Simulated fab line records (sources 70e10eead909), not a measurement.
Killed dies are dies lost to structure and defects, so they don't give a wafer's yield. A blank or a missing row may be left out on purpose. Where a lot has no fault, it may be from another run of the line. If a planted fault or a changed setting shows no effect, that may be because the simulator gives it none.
Matching of chambers :: flow nand_harc :: 4 sister chambers for NHARC_A_CHANNEL_FILL_D2_ALD_25 on ald_hk-01
The step deposits SiOx, target thk 60 nm, pulse time 10 s, ald cycles 600. 4 wafers are shown with their chamber, then 11 later ones without.

WAFERS WITH THEIR CHAMBER
wafer: L085.6
chamber: 1
heater_power_w (W): 575

wafer: L089.2
chamber: 0
heater_power_w (W): 472

wafer: L089.6
chamber: 2
heater_power_w (W): 339

wafer: L090.2
chamber: 3
heater_power_w (W): 375

WAFERS MISSING THEIR CHAMBER
wafer: L090.4
heater_power_w (W): 334

wafer: L090.5
heater_power_w (W): 371

wafer: L092.4
heater_power_w (W): 565

wafer: L092.1
heater_power_w (W): 367

wafer: L092.6
heater_power_w (W): 467

wafer: L093.2
heater_power_w (W): 374

wafer: L093.4
heater_power_w (W): 473

wafer: L093.6
heater_power_w (W): 376

wafer: L097.1
heater_power_w (W): 567

wafer: L097.4
heater_power_w (W): 343

wafer: L097.5
heater_power_w (W): 579

EACH ONE'S CHAMBER
wafer: L090.4
from the rows above: 2
in truth: 2

wafer: L090.5
from the rows above: 3
in truth: 3

wafer: L092.4
from the rows above: 1
in truth: 1

wafer: L092.1
from the rows above: 3
in truth: 3

wafer: L092.6
from the rows above: 0
in truth: 0

wafer: L093.2
from the rows above: 3
in truth: 3

wafer: L093.4
from the rows above: 0
in truth: 0

wafer: L093.6
from the rows above: 3
in truth: 3

wafer: L097.1
from the rows above: 1
in truth: 1

wafer: L097.4
from the rows above: 2
in truth: 2

wafer: L097.5
from the rows above: 1
in truth: 1
11 of 11 placed correctly. Left unplaced by these rows: 0. Number placed wrongly: 0.
How it was worked out, from the rows above alone: a wafer's distance from a chamber is the root of the sum, over the readings, of the square of ((its reading less the chamber's mean) divided by the reading's scatter). If the next closest chamber is less than 2 further off than the closest, the wafer can't be placed; otherwise it belongs to the closest. The mean given for a chamber averages the wafers shown for that chamber. The scatter (one wafer shown for each chamber): square how far every hidden wafer sits from the nearest shown wafer, average those squares and take the square root.
